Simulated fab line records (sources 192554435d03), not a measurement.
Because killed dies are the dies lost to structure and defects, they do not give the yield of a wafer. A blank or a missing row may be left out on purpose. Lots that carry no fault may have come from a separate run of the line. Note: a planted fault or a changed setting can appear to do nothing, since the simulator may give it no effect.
fab line records | flow n5-finfet | part 1 of 2: steps 1 to 19 of 28
record: lots: 5 | wafers: 15 | last-day: 17
route steps=1938 shown MOL_CONTACT_COAG@617 BEOL_M0_SAQP@632
lots with no fault: from the same line, run without faults
start-h: start of the lot's first displayed wafer, in hours after the record's first day | wait-h: hours elapsed since this lot's preceding step | " the same as in the row above | L1.1+2: one row covering several wafers at once | - either no value or no given start | * or withheld: withheld | < > ~ a bound
route shown NAME@n: NAME is a module with steps in the file, n the number in the route of the first one | usual: mean/standard deviation taken from wafers without a fault | same: alike in all rows | chamber/n: place in a boat | sites: the reading at each site | _std_site: the standard deviation of these | _edge_site: outer sites' mean less inner sites' | radius-mm: for every site, how far away it sits from the centre of the wafer | mask NAME#n: copy n | behind: tool/chamber where the wafer was last shaped | hold: cause of the lot's hold/its duration in hours/its outcome | device: the n, p or np transistor that did not switch | end of line: tests run on the same wafers once the route is complete | a step with no rows: only its recipe | killed: the dies lost at the first sort to structure and to defects; this is not the yield of the wafer | map: dies across one wafer; x = killed, . = not, _ = none there
set.NAME: the setting the step ran with; set.NAME@STEP: the setting that earlier step ran with | model.NAME: the simulator's own value behind a step, which no gauge read
lots at selected steps of the route; one table per step, one row per wafer
services: when a tool's chamber went out of use (start-h, in hours from the record's first day, below 0 if earlier), for how many hours, and the reason
== steps ==
step: N5_MOL_CONTACT_COAG_ETCH_48
recipe: chemistry: C4F6/O2 | target-depth-a: 150 | overetch-a: 45 | mask-material: SOC | target: SiOC | bias-w: 465 | pressure-mtorr: 10 | time-s: 17 | source-w: 335 | Ar_flow_sccm: 300 | C4F6_flow_sccm: 10 | O2_flow_sccm: 10 | ion-energy-ev: 576
usual: drypump-motor-current-A: 5.6/0.52 | oes_ar_750_au: 0.82/0.064 | oes-product-au: 0.70/0.061 | rf-vpp-V: 1590/30 | showerhead-plenum-p-Torr: 2.84/0.076 | throttle-valve-pct: 40.7/0.41
same: time-s: 17
lot.wafer | tool        | chamber | start-h | wait-h | drypump-motor-current-A | oes_ar_750_au | oes-product-au | rf-hours-counter-h | rf-vpp-V | showerhead-plenum-p-Torr | throttle-valve-pct
L075.1    | rie-diel-02 | 2       | 112.46  | 0.0    | 5.1                     | 0.97          | 0.85           | 5                  | 1530     | 2.79                     | 41.3
L075.3    | "           | 0       | "       | "      | 5.4                     | 0.76          | 0.64           | 134                | 1579     | 2.85                     | 40.7
L075.5    | "           | 1       | "       | "      | 5.0                     | 0.88          | 0.78           | -                  | 1587     | 2.82                     | 40.8
L081.1    | rie-diel-02 | 0       | 148.09  | 0.0    | 5.4                     | 0.74          | 0.64           | 146                | 1579     | 2.85                     | 40.7
L081.3    | "           | 1       | "       | "      | 5.0                     | 0.86          | 0.71           | 31                 | 1586     | 2.81                     | 40.8
L081.6    | "           | 0       | "       | "      | 5.4                     | 0.73          | 0.64           | -                  | 1578     | 2.85                     | 40.7
L087.1    | rie-diel-06 | 2       | 174.90  | 0.0    | 5.4                     | 0.82          | 0.71           | 94                 | 1589     | 2.77                     | 40.8
L087.2    | "           | 1       | "       | "      | 4.9                     | 0.74          | 0.62           | 162                | 1636     | 2.72                     | 40.6
L087.6    | "           | 2       | "       | "      | 5.4                     | 0.81          | 0.76           | -                  | 1590     | 2.77                     | 40.8
L088.1    | rie-diel-03 | 0       | 187.80  | 0.0    | 5.5                     | 0.83          | 0.66           | 76                 | 1618     | 2.97                     | 39.8
L088.3    | "           | 1       | "       | "      | 6.1                     | 0.88          | 0.78           | 45                 | 1641     | 2.90                     | 40.4
L088.6    | "           | 3       | "       | "      | 6.0                     | 0.75          | 0.64           | -                  | 1571     | 2.83                     | 40.4
L094.2    | rie-diel-03 | 0       | 225.81  | 0.0    | 5.5                     | 0.82          | 0.60           | 88                 | 1616     | 2.97                     | 39.8
L094.3    | "           | 2       | "       | "      | 5.6                     | 0.84          | 0.70           | 46                 | 1576     | 2.89                     | 40.3
L094.4    | "           | 1       | "       | "      | 6.1                     | 0.87          | 0.68           | 57                 | 1640     | 2.90                     | 40.4
step: N5_MOL_CONTACT_COAG_STRIP_72
recipe: chemistry: N2/H2 | power-w: 450 | temp-c: 40 | pressure-mtorr: 20 | rf-frequency-hz: 6e+07 | overash-fraction: 3 | bias-power-w: 7 | h2-frac: 0.5 | n2-flow-sccm: 200 | h2-flow-sccm: 200
usual: bias-power-w: 6.999/0.021 | drypump-motor-current-A: 5.6/0.53 | oes-product-au: 0.82/0.068 | rf-vpp-V: 59.0/2 | showerhead-plenum-p-Torr: 2.53/0.077 | temp-c: 40.00/0.11 | throttle-valve-pct: 23.5/0.36
lot.wafer | tool        | chamber | start-h | wait-h | bias-power-w | drypump-motor-current-A | oes-product-au | rf-hours-counter-h | rf-vpp-V | showerhead-plenum-p-Torr | temp-c | throttle-valve-pct
L075.1    | rie-diel-02 | 2       | 112.51  | 0.0    | 7.027        | 5.1                     | 0.96           | 5                  | 57.4     | 2.50                     | 39.95  | 24.2
L075.3    | "           | 0       | "       | "      | 6.992        | 5.4                     | 0.73           | 134                | 57.9     | 2.54                     | 39.87  | 23.8
L075.5    | "           | 1       | "       | "      | 6.995        | 5.1                     | 0.89           | -                  | 60.3     | 2.49                     | 40.05  | 23.7
L081.1    | rie-diel-02 | 0       | 148.14  | 0.0    | 6.972        | 5.4                     | 0.75           | 146                | 56.9     | 2.54                     | 40.10  | 23.8
L081.3    | "           | 1       | "       | "      | 7.015        | 5.1                     | 0.87           | 31                 | 62.4     | 2.49                     | 39.89  | 23.7
L081.6    | "           | 0       | "       | "      | 6.991        | 5.4                     | 0.73           | -                  | 57.3     | 2.54                     | 40.08  | 23.8
L087.1    | rie-diel-06 | 2       | 174.95  | 0.0    | 7.019        | 5.4                     | 0.82           | 94                 | 56.3     | 2.45                     | 40.06  | 23.4
L087.2    | "           | 1       | "       | "      | 6.999        | 4.9                     | 0.74           | 162                | 56.4     | 2.42                     | 39.88  | 23.6
L087.6    | "           | 2       | "       | "      | 7.005        | 5.4                     | 0.79           | -                  | 59.7     | 2.45                     | 40.10  | 23.3
L088.1    | rie-diel-03 | 0       | 187.85  | 0.0    | 6.965        | 5.5                     | 0.82           | 76                 | 58.5     | 2.68                     | 40.03  | 23.0
L088.3    | "           | 1       | "       | "      | 6.973        | 6.2                     | 0.87           | 45                 | 60.2     | 2.59                     | 40.09  | 23.4
L088.6    | "           | 3       | "       | "      | 6.972        | 5.9                     | 0.76           | -                  | 59.8     | 2.54                     | 40.07  | 23.7
L094.2    | rie-diel-03 | 0       | 225.87  | 0.0    | 7.002        | 5.5                     | 0.82           | 88                 | 60.0     | 2.67                     | 40.05  | 23.0
L094.3    | "           | 2       | "       | "      | 6.955        | 5.6                     | 0.84           | 46                 | 60.5     | 2.57                     | 39.77  | 22.9
L094.4    | "           | 1       | "       | "      | 6.995        | 6.2                     | 0.86           | 57                 | 58.3     | 2.58                     | 40.13  | 23.3
step: N5_MOL_CONTACT_COAG_STRIP_49
recipe: chemistry: N2/H2 | time-s: 30 | power-w: 1000 | temp-c: 250 | pressure-mtorr: withheld | n2-flow-sccm: 1750 | h2-flow-sccm: 3250
usual: drypump-motor-current-A: 5.6/0.36 | heater-power-w: 313/13 | temp-c: 250.01/0.19
same: time-s: 30
lot.wafer | tool            | chamber | start-h | wait-h | drypump-motor-current-A | heater-power-w | rf-hours-counter-h | temp-c
L075.1    | plasma-asher-02 | 0       | 112.60  | -      | 5.8                     | 314            | 93                 | 249.93
L075.3    | "               | 1       | "       | "      | 5.1                     | 316            | -                  | 250.28
L075.5    | "               | 0       | "       | "      | 5.8                     | 320            | -                  | 249.86
L081.1    | plasma-asher-01 | 1       | 148.22  | -      | 5.4                     | 294            | 50                 | 249.95
L081.3    | "               | 0       | "       | "      | 6.1                     | 325            | -                  | 250.12
L081.6    | "               | 1       | "       | "      | 5.4                     | 291            | -                  | 250.24
L087.1    | plasma-asher-01 | 1       | 175.08  | -      | 5.4                     | 282            | 54                 | 250.03
L087.2    | "               | 0       | "       | "      | 6.1                     | 323            | 54                 | 249.84
L087.6    | "               | 0       | "       | "      | 6.1                     | 325            | -                  | 249.82
L088.1    | plasma-asher-01 | 0       | 187.93  | -      | 6.1                     | 320            | 57                 | 249.93
L088.3    | "               | 1       | "       | "      | 5.4                     | 288            | -                  | 250.29
L088.6    | "               | 0       | "       | "      | 6.0                     | 321            | -                  | 249.80
L094.2    | plasma-asher-01 | 1       | 225.96  | -      | 5.4                     | 288            | 63                 | 250.18
L094.3    | "               | 1       | "       | "      | 5.4                     | 293            | -                  | 250.16
L094.4    | "               | 0       | "       | "      | 6.1                     | 319            | -                  | 250.07
step: N5_MOL_CONTACT_COAG_PRECLEAN_138
recipe: chemistry: alkaline-clean | temp-c: 60 | time-s: 60 | do-ppb: 50
usual: bath-guard-temp-C: 59.8/0.52 | bath-heat-duty-pct: 10.1/1 | temp-c: 60.00/0.1
same: time-s: 60
lot.wafer | tool         | chamber | start-h | wait-h | bath-guard-temp-C | bath-heat-duty-pct | temp-c
L075.1    | wet-bench-03 | 2       | 112.69  | 0.1    | 59.8              | 10.6               | 59.97
L075.3    | "            | 1       | "       | "      | 59.5              | 11.0               | 60.14
L075.5    | "            | 3       | "       | "      | 59.5              | 10.7               | 59.91
L081.1    | wet-bench-05 | 0       | 148.31  | 0.1    | 58.9              | 9.6                | 59.97
L081.3    | "            | 1       | "       | "      | 59.8              | 10.5               | 60.01
L081.6    | "            | 6       | "       | "      | 60.0              | 8.9                | 60.14
L087.1    | wet-bench-04 | 7       | 175.17  | 0.1    | 60.5              | 10.5               | 60.10
L087.2    | "            | 0       | "       | "      | 60.3              | 10.7               | 59.94
L087.6    | "            | 5       | "       | "      | 59.9              | 11.6               | 59.98
L088.1    | wet-bench-05 | 3       | 188.02  | 0.1    | 58.9              | 10.6               | 60.04
L088.3    | "            | 4       | "       | "      | 60.3              | 10.8               | 60.12
L088.6    | "            | 5       | "       | "      | 59.6              | 8.8                | 60.05
L094.2    | wet-bench-03 | 0       | 226.05  | 0.1    | 59.0              | 11.0               | 60.07
L094.3    | "            | 4       | "       | "      | 59.6              | 9.1                | 59.98
L094.4    | "            | 3       | "       | "      | 59.8              | 12.0               | 60.02
step: N5_MOL_CONTACT_COAG_SRD_139
recipe: dry: ipa-marangoni | time-s: 30 | temp-c: 23 | rinse-liquid: diw
usual: bath-heat-duty-pct: 3.7/0.48 | temp-c: 22.99/0.1
same: time-s: 30
lot.wafer | tool         | chamber | start-h | wait-h | bath-heat-duty-pct | temp-c
L075.1    | wet-bench-03 | 2       | 112.71  | 0.0    | 3.4                | 22.84
L075.3    | "            | 1       | "       | "      | 4.1                | 23.07
L075.5    | "            | 3       | "       | "      | 3.3                | 22.85
L081.1    | wet-bench-05 | 0       | 148.33  | 0.0    | 3.7                | 22.95
L081.3    | "            | 1       | "       | "      | 4.1                | 23.04
L081.6    | "            | 6       | "       | "      | 3.2                | 22.87
L087.1    | wet-bench-04 | 7       | 175.19  | 0.0    | 3.7                | 22.99
L087.2    | "            | 0       | "       | "      | 3.6                | 23.02
L087.6    | "            | 5       | "       | "      | 3.4                | 22.97
L088.1    | wet-bench-05 | 3       | 188.04  | 0.0    | 3.3                | 23.16
L088.3    | "            | 4       | "       | "      | 3.5                | 22.98
L088.6    | "            | 5       | "       | "      | 2.6                | 23.18
L094.2    | wet-bench-03 | 0       | 226.06  | 0.0    | 3.1                | 23.08
L094.3    | "            | 4       | "       | "      | 3.1                | 22.90
L094.4    | "            | 3       | "       | "      | 4.4                | 23.01
step: N5_MOL_CONTACT_COAG_CD_MEAS_101
recipe: target-cd-nm: 16
usual: cd-nm: 15.9/0.39
lot.wafer | tool      | chamber | start-h | wait-h | cd-nm
L075.1    | cd-sem-01 | -       | 112.75  | 0.0    | 15.6
L075.3    | "         | -       | "       | "      | 15.4
L075.5    | "         | -       | "       | "      | 16.1
L081.1    | cd-sem-02 | -       | 148.37  | 0.0    | 15.7
L081.3    | "         | -       | "       | "      | 15.7
L081.6    | "         | -       | "       | "      | 15.6
L087.1    | cd-sem-03 | -       | 175.23  | 0.0    | 15.2
L087.2    | "         | -       | "       | "      | 15.6
L087.6    | "         | -       | "       | "      | 15.2
L088.1    | cd-sem-01 | -       | 188.08  | 0.0    | 16.6
L088.3    | "         | -       | "       | "      | 16.0
L088.6    | "         | -       | "       | "      | 16.1
L094.2    | cd-sem-01 | -       | 226.11  | 0.0    | 16.3
L094.3    | "         | -       | "       | "      | 15.7
L094.4    | "         | -       | "       | "      | 16.2
step: N5_MOL_CONTACT_COAG_PRE_CLEAN_121
recipe: gas: H2/He | time-s: * | temp-c: withheld
same: time-s: *
lot.wafer  | tool     | chamber | start-h | wait-h
L075.1+3+5 | cvd-w-02 | 1,0,0   | 112.79  | 0.0
L081.1+3+6 | cvd-w-01 | 0,0,1   | 148.42  | 0.0
L087.1+2+6 | cvd-w-01 | 1,0,1   | 175.27  | 0.0
L088.1+3+6 | cvd-w-01 | 0,0,1   | 188.12  | 0.0
L094.2+3+4 | cvd-w-01 | 1,1,0   | 226.15  | 0.0
step: N5_MOL_CONTACT_COAG_CVD_140
recipe: material: W | target-thk-a: 665 | mode: selective-fill | temp-c: 300 | time-s: 215
usual: heater-power-w: 480/34
same: time-s: 215
lot.wafer | tool     | chamber | start-h | wait-h | heater-power-w
L075.1    | cvd-w-02 | 1       | 112.88  | 0.1    | 482
L075.3    | "        | 0       | "       | "      | 412
L075.5    | "        | 0       | "       | "      | 413
L081.1    | cvd-w-01 | 0       | 148.51  | 0.1    | 503
L081.3    | "        | 0       | "       | "      | 527
L081.6    | "        | 1       | "       | "      | 494
L087.1    | cvd-w-01 | 1       | 175.36  | 0.1    | 500
L087.2    | "        | 0       | "       | "      | 492
L087.6    | "        | 1       | "       | "      | 495
L088.1    | cvd-w-01 | 0       | 188.21  | 0.1    | 489
L088.3    | "        | 0       | "       | "      | 479
L088.6    | "        | 1       | "       | "      | 497
L094.2    | cvd-w-01 | 1       | 226.24  | 0.1    | 499
L094.3    | "        | 1       | "       | "      | 504
L094.4    | "        | 0       | "       | "      | 500
step: N5_MOL_CONTACT_COAG_PRECLEAN_127
recipe: chemistry: DIW | time-s: 57.5 | temp-c: 23
usual: bath-heat-duty-pct: 3.6/0.49 | temp-c: 23.00/0.1
same: time-s: 57.5
lot.wafer | tool         | chamber | start-h | wait-h | bath-heat-duty-pct | temp-c
L075.1    | wet-bench-04 | 5       | 113.15  | 0.2    | 4.5                | 22.82
L075.3    | "            | 4       | "       | "      | 3.3                | 23.03
L075.5    | "            | 6       | "       | "      | 4.2                | 23.12
L081.1    | wet-bench-04 | 2       | 148.78  | 0.2    | 3.9                | 22.99
L081.3    | "            | 1       | "       | "      | 3.6                | 22.98
L081.6    | "            | 0       | "       | "      | 2.7                | 23.17
L087.1    | wet-bench-05 | 5       | 175.63  | 0.2    | 3.5                | 23.10
L087.2    | "            | 2       | "       | "      | 3.7                | 23.03
L087.6    | "            | 4       | "       | "      | 3.7                | 22.91
L088.1    | wet-bench-03 | 6       | 188.50  | 0.2    | 3.6                | 22.95
L088.3    | "            | 7       | "       | "      | 3.1                | 23.19
L088.6    | "            | 3       | "       | "      | 4.9                | 23.21
L094.2    | wet-bench-04 | 3       | 226.51  | 0.2    | 2.8                | 23.07
L094.3    | "            | 6       | "       | "      | 3.5                | 23.00
L094.4    | "            | 1       | "       | "      | 3.8                | 22.98
step: N5_MOL_CONTACT_COAG_SRD_128
recipe: dry-time-s: 32 | dry: n2-spin | spin-rpm: 1500
lot.wafer  | tool         | chamber | start-h | wait-h
L075.1+3+5 | wet-bench-04 | 5,4,6   | 113.17  | 0.0
L081.1+3+6 | wet-bench-04 | 2,1,0   | 148.80  | 0.0
L087.1+2+6 | wet-bench-05 | 5,2,4   | 175.65  | 0.0
L088.1+3+6 | wet-bench-03 | 6,7,3   | 188.51  | 0.0
L094.2+3+4 | wet-bench-04 | 3,6,1   | 226.53  | 0.0
step: N5_MOL_CONTACT_COAG_CMP_52
recipe: stop-on: SiO2 | t-overpolish-s: 1.5 | post-cmp-clean: w-dilute-nh4oh | down-force-psi: 4 | platen-rpm: 50.289 | pad-velocity-m-s: 1.0006 | target-thk-nm: 66.5
usual: motor-current-A: 11.2/1.3 | overpolish-run-s: 1.502/0.0087 | time-to-endpoint-s: 13.7/2.8
lot.wafer | tool   | chamber | start-h | wait-h | motor-current-A | overpolish-run-s | time-to-endpoint-s
L075.1    | cmp-04 | 3       | 113.20  | 0.0    | 13.4            | 1.503            | 12.1
L075.3    | "      | 2       | "       | "      | 10.0            | 1.504            | 15.6
L075.5    | "      | 3       | "       | "      | 12.9            | 1.493            | 12.2
L081.3    | cmp-03 | 2       | 148.83  | 0.0    | 9.4             | 1.498            | 12.1
L081.1    | "      | 0       | "       | "      | 10.2            | 1.508            | 13.1
L081.6    | "      | 3       | "       | "      | 13.0            | 1.503            | 9.2
L087.1    | cmp-04 | 2       | 175.68  | 0.0    | 11.0            | 1.499            | 16.6
L087.2    | "      | 1       | "       | "      | 10.5            | 1.492            | 17.4
L087.6    | "      | 2       | "       | "      | 10.5            | 1.489            | 20.5
L088.3    | cmp-04 | 3       | 188.55  | 0.0    | 13.1            | 1.499            | 12.1
L088.1    | "      | 2       | "       | "      | 10.3            | 1.517            | 18.4
L088.6    | "      | 3       | "       | "      | 13.1            | 1.499            | 13.6
L094.3    | cmp-04 | 1       | 226.56  | 0.0    | 10.9            | 1.509            | 17.6
L094.2    | "      | 2       | "       | "      | 10.5            | 1.513            | 16.8
L094.4    | "      | 0       | "       | "      | 11.3            | 1.505            | 9.1
step: N5_MOL_CONTACT_COAG_THK_MEAS_53
recipe: reads: SiO2_of_MOL_CONTACT_COAG_PECVD_31
usual: VIA_MOL_THK: 44.0/0.7
lot.wafer | tool          | chamber | start-h | wait-h | VIA_MOL_THK[nm]
L075.1    | film-metro-01 | -       | 113.49  | -      | 43.8
L075.3    | "             | -       | "       | "      | 43.2
L075.5    | "             | -       | "       | "      | 44.2
L081.1    | film-metro-01 | -       | 149.12  | -      | 43.0
L081.3    | "             | -       | "       | "      | 43.9
L081.6    | "             | -       | "       | "      | 44.3
L087.1    | film-metro-01 | -       | 175.98  | -      | 44.7
L087.2    | "             | -       | "       | "      | 44.0
L087.6    | "             | -       | "       | "      | 44.1
L088.1    | film-metro-01 | -       | 188.84  | -      | 44.0
L088.3    | "             | -       | "       | "      | 43.9
L088.6    | "             | -       | "       | "      | 45.1
L094.2    | film-metro-01 | -       | 226.85  | -      | 43.7
L094.3    | "             | -       | "       | "      | 43.1
L094.4    | "             | -       | "       | "      | 44.9
step: N5_MOL_CONTACT_COAG_ANNEAL_112
recipe: temp-c: 400 | time-s: 1800 | ambient: HPD2 | pressure-atm: 10
usual: wafer_temp_C_max: 401.9/0.41
same: time-s: 1800
lot.wafer | tool         | chamber | start-h | wait-h | wafer_temp_C_max
L075.1    | hp-anneal-01 | 0       | 113.52  | 0.0    | 402.0
L075.3    | "            | 0       | "       | "      | 401.6
L075.5    | "            | 0       | "       | "      | 402.5
L081.1    | hp-anneal-01 | 0       | 149.15  | 0.0    | 401.9
L081.3    | "            | 0       | "       | "      | 401.7
L081.6    | "            | 0       | "       | "      | 402.0
L087.1    | hp-anneal-01 | 0       | 176.01  | 0.0    | 401.5
L087.2    | "            | 0       | "       | "      | 401.7
L087.6    | "            | 0       | "       | "      | 401.6
L088.1    | hp-anneal-01 | 0       | 188.87  | 0.0    | 401.7
L088.3    | "            | 0       | "       | "      | 401.7
L088.6    | "            | 0       | "       | "      | 402.1
L094.2    | hp-anneal-01 | 0       | 226.88  | 0.0    | 401.5
L094.3    | "            | 0       | "       | "      | 401.6
L094.4    | "            | 0       | "       | "      | 402.0
step: N5_MOL_CONTACT_COAG_INSPECT_97
recipe: inspect-instrument: darkfield | mode: post-anneal
usual: raw-defect-count: 42/16
lot.wafer | tool              | chamber | start-h | wait-h | raw-defect-count
L075.1    | defect-inspect-01 | -       | 116.54  | 0.0    | 31
L075.3    | "                 | -       | "       | "      | 40
L075.5    | "                 | -       | "       | "      | 39
L081.1    | defect-inspect-02 | -       | 152.17  | 0.0    | 35
L081.3    | "                 | -       | "       | "      | 30
L081.6    | "                 | -       | "       | "      | 30
L087.1    | defect-inspect-02 | -       | 179.03  | 0.0    | 38
L087.2    | "                 | -       | "       | "      | 33
L087.6    | "                 | -       | "       | "      | 18
L088.1    | defect-inspect-02 | -       | 191.89  | 0.0    | 38
L088.3    | "                 | -       | "       | "      | 42
L088.6    | "                 | -       | "       | "      | 22
L094.2    | defect-inspect-01 | -       | 229.94  | 0.1    | 25
L094.3    | "                 | -       | "       | "      | 35
L094.4    | "                 | -       | "       | "      | 38
step: N5_BEOL_M0_SAQP_PECVD_00
recipe: material: SiCN | target-thk-a: 80 | temp-c: withheld | precursor: 3MS/NH3 | pressure-torr: 3 | rf-w: 202 | time-s: 14
usual: showerhead-plenum-p-Torr: 3.666/0.013 | showerhead-vpp-V: 884/33 | throttle-valve-pct: 8.9/0.39
same: time-s: 14
lot.wafer | tool     | chamber | start-h | wait-h | showerhead-plenum-p-Torr | showerhead-vpp-V | throttle-valve-pct
L075.1    | pecvd-01 | 2       | 116.89  | 0.2    | 3.639                    | 888              | 9.0
L075.3    | "        | 0       | "       | "      | 3.686                    | 929              | 8.4
L075.5    | "        | 2       | "       | "      | 3.644                    | 891              | 9.0
L081.1    | pecvd-02 | 0       | 152.50  | 0.2    | 3.665                    | 933              | 8.7
L081.3    | "        | 1       | "       | "      | 3.667                    | 854              | 9.3
L081.6    | "        | 1       | "       | "      | 3.674                    | 836              | 9.2
L087.1    | pecvd-02 | 1       | 179.36  | 0.2    | 3.674                    | 836              | 9.4
L087.2    | "        | 0       | "       | "      | 3.670                    | 917              | 9.0
L087.6    | "        | 0       | "       | "      | 3.665                    | 922              | 8.8
L088.1    | pecvd-02 | 2       | 192.22  | 0.2    | 3.663                    | 823              | 8.1
L088.3    | "        | 0       | "       | "      | 3.658                    | 914              | 8.9
L088.6    | "        | 1       | "       | "      | 3.664                    | 848              | 9.3
L094.2    | pecvd-04 | 0       | 230.25  | 0.2    | 3.659                    | 851              | 8.9
L094.3    | "        | 1       | "       | "      | 3.673                    | 888              | 9.3
L094.4    | "        | 2       | "       | "      | 3.662                    | 913              | 8.8
step: N5_BEOL_M0_SAQP_ILD_DEP_01
recipe: material: SiOC | target-thk-a: 454.19 | temp-c: 350 | precursor: DEMS/O2 | pressure-torr: 5 | rf-w: 500 | time-s: 8.7
usual: heater-power-w: 517/75 | showerhead-plenum-p-Torr: 5.696/0.015 | showerhead-vpp-V: 1391/51 | throttle-valve-pct: 11.8/0.51
same: time-s: 8.7
lot.wafer | tool     | chamber | start-h | wait-h | heater-power-w | showerhead-plenum-p-Torr | showerhead-vpp-V | throttle-valve-pct
L075.1    | pecvd-01 | 2       | 116.91  | 0.0    | 567            | 5.683                    | 1381             | 12.3
L075.3    | "        | 0       | "       | "      | 596            | 5.718                    | 1497             | 11.4
L075.5    | "        | 2       | "       | "      | 578            | 5.682                    | 1377             | 12.0
L081.1    | pecvd-02 | 0       | 152.53  | 0.0    | 577            | 5.702                    | 1418             | 11.6
L081.3    | "        | 1       | "       | "      | 557            | 5.690                    | 1345             | 12.1
L081.6    | "        | 1       | "       | "      | 584            | 5.696                    | 1344             | 12.2
L087.1    | pecvd-02 | 1       | 179.39  | 0.0    | 536            | 5.689                    | 1313             | 12.2
L087.2    | "        | 0       | "       | "      | 537            | 5.687                    | 1439             | 11.8
L087.6    | "        | 0       | "       | "      | 540            | 5.705                    | 1444             | 11.3
L088.1    | pecvd-02 | 2       | 192.25  | 0.0    | 544            | 5.695                    | 1282             | 10.8
L088.3    | "        | 0       | "       | "      | 595            | 5.712                    | 1420             | 11.6
L088.6    | "        | 1       | "       | "      | 530            | 5.707                    | 1322             | 12.3
L094.2    | pecvd-04 | 0       | 230.27  | 0.0    | 493            | 5.686                    | 1355             | 12.1
L094.3    | "        | 1       | "       | "      | 488            | 5.696                    | 1374             | 12.2
L094.4    | "        | 2       | "       | "      | 349            | 5.704                    | 1437             | 11.6
step: N5_BEOL_M0_SAQP_HM_DEP_02
recipe: material: TiN | target-thk-a: 120 | temp-c: 25 | chamber-pressure-pa: 0.49996
usual: throttle-valve-pct: 29.7/1.2
lot.wafer | tool           | chamber | start-h | wait-h | throttle-valve-pct
L075.1    | pvd-sputter-01 | -       | 117.41  | 0.5    | 28.2
L075.3    | "              | -       | "       | "      | 31.1
L075.5    | "              | -       | "       | "      | 28.4
L081.1    | pvd-sputter-02 | -       | 152.69  | 0.1    | 31.4
L081.3    | "              | -       | "       | "      | 28.8
L081.6    | "              | -       | "       | "      | 27.9
L087.1    | pvd-sputter-03 | -       | 181.19  | 1.8    | 30.1
L087.2    | "              | -       | "       | "      | 27.9
L087.6    | "              | -       | "       | "      | 30.4
L088.1    | pvd-sputter-02 | -       | 192.32  | 0.1    | 28.9
L088.3    | "              | -       | "       | "      | 31.0
L088.6    | "              | -       | "       | "      | 27.8
L094.2    | pvd-sputter-02 | -       | 232.81  | 2.5    | 31.1
L094.3    | "              | -       | "       | "      | 28.0
L094.4    | "              | -       | "       | "      | 28.8
step: N5_BEOL_M0_SAQP_PECVD_03
recipe: material: SiCN | target-thk-a: 120 | temp-c: withheld | precursor: 3MS/NH3 | pressure-torr: 3 | rf-w: 202 | time-s: 21.1
usual: showerhead-plenum-p-Torr: 3.667/0.011 | showerhead-vpp-V: 880/34 | throttle-valve-pct: 8.9/0.41
same: time-s: 21.1
lot.wafer | tool     | chamber | start-h | wait-h | showerhead-plenum-p-Torr | showerhead-vpp-V | throttle-valve-pct
L075.1    | pecvd-01 | 1       | 117.53  | 0.1    | 3.665                    | 903              | 9.4
L075.3    | "        | 0       | "       | "      | 3.691                    | 910              | 8.3
L075.5    | "        | 0       | "       | "      | 3.689                    | 925              | 8.3
L081.1    | pecvd-02 | 2       | 152.81  | 0.1    | 3.666                    | 817              | 8.2
L081.3    | "        | 1       | "       | "      | 3.668                    | 848              | 9.1
L081.6    | "        | 1       | "       | "      | 3.671                    | 849              | 9.3
L087.1    | pecvd-02 | 1       | 181.31  | 0.1    | 3.661                    | 829              | 9.4
L087.2    | "        | 0       | "       | "      | 3.659                    | 920              | 9.0
L087.6    | "        | 2       | "       | "      | 3.672                    | 827              | 8.2
L088.1    | pecvd-01 | 0       | 192.45  | 0.1    | 3.681                    | 917              | 8.7
L088.3    | "        | 0       | "       | "      | 3.689                    | 912              | 8.5
L088.6    | "        | 1       | "       | "      | 3.671                    | 916              | 9.5
L094.2    | pecvd-04 | 1       | 232.93  | 0.1    | 3.661                    | 893              | 9.1
L094.3    | "        | 2       | "       | "      | 3.652                    | 904              | 8.8
L094.4    | "        | 0       | "       | "      | 3.659                    | 858              | 9.0
step: N5_BEOL_M0_SAQP_PECVD_96
recipe: material: a-Si | target-thk-a: 450 | temp-c: 350 | precursor: SiH4/He | pressure-torr: 3 | rf-w: 100 | time-s: 45.2
usual: heater-power-w: 651/68 | showerhead-plenum-p-Torr: 5.67/0.039 | showerhead-vpp-V: 619/25 | throttle-valve-pct: 17.9/0.77
same: time-s: 45.2
lot.wafer | tool     | chamber | start-h | wait-h | heater-power-w | showerhead-plenum-p-Torr | showerhead-vpp-V | throttle-valve-pct
L075.1    | pecvd-01 | 1       | 117.56  | 0.0    | 655            | 5.70                     | 644              | 18.7
L075.3    | "        | 0       | "       | "      | 690            | 5.74                     | 649              | 17.0
L075.5    | "        | 0       | "       | "      | 686            | 5.76                     | 643              | 17.1
L081.1    | pecvd-02 | 2       | 152.84  | 0.0    | 676            | 5.68                     | 582              | 16.3
L081.3    | "        | 1       | "       | "      | 654            | 5.68                     | 591              | 18.3
L081.6    | "        | 1       | "       | "      | 647            | 5.67                     | 599              | 18.6
L087.1    | pecvd-02 | 1       | 181.34  | 0.0    | 673            | 5.66                     | 599              | 18.5
L087.2    | "        | 0       | "       | "      | 641            | 5.69                     | 640              | 18.2
L087.6    | "        | 2       | "       | "      | 690            | 5.67                     | 576              | 16.2
L088.1    | pecvd-01 | 0       | 192.50  | 0.0    | 723            | 5.75                     | 653              | 17.0
L088.3    | "        | 0       | "       | "      | 703            | 5.76                     | 642              | 17.1
L088.6    | "        | 1       | "       | "      | 710            | 5.69                     | 628              | 18.8
L094.2    | pecvd-04 | 1       | 232.96  | 0.0    | 622            | 5.70                     | 627              | 18.6
L094.3    | "        | 2       | "       | "      | 473            | 5.64                     | 648              | 17.7
L094.4    | "        | 0       | "       | "      | 648            | 5.63                     | 611              | 18.3
